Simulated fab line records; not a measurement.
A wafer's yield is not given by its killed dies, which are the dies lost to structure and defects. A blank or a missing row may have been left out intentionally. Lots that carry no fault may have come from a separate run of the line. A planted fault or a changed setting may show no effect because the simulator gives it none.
Matching of chambers    flow nand-harc    3 sister chambers for NHARC_P_CONTACT_DEP_30 on pecvd-04
The step deposits SiNx, target thk 30 nm. 6 wafers are shown with their chamber, then 7 later ones without.

WAFERS WITH THEIR CHAMBER
wafer   chamber  heater-power-outer-w (W)  heater-power-w (W)
L082.1  0        491                       770
L082.4  0        482                       772
L091.2  2        385                       642
L091.5  1        425                       708
L092.1  1        368                       643
L092.2  2        301                       529

WAFERS WITHOUT THEIR CHAMBER
wafer   heater-power-outer-w (W)  heater-power-w (W)
L092.4  364                       641
L095.1  365                       635
L095.2  484                       790
L095.5  372                       642
L097.1  384                       653
L097.2  314                       568
L097.4  325                       573

WHICH CHAMBER EACH WENT THROUGH
wafer   from the rows above      in truth
L092.4  can't be placed: 1 or 2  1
L095.1  can't be placed: 2 or 1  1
L095.2  0                        0
L095.5  can't be placed: 1 or 2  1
L097.1  can't be placed: 1 or 2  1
L097.2  2                        2
L097.4  2                        2
3 of 7 placed correctly. These rows do not allow placing 4 (true chamber among the candidates in 4). Wrongly placed: 0.
How it was worked out, from the rows above alone: a wafer's distance from a chamber is the root of the sum, over the readings, of the square of ((its reading less the chamber's mean) divided by the reading's scatter). The wafer belongs to the nearest chamber; if the next one is less than 2 further off, it can't be placed. For every chamber, the mean is computed from those of its wafers that are shown. The scatter: take each reading less its chamber's mean, square it, sum over the shown wafers, divide by the number of wafers less the number of chambers, and take the root.
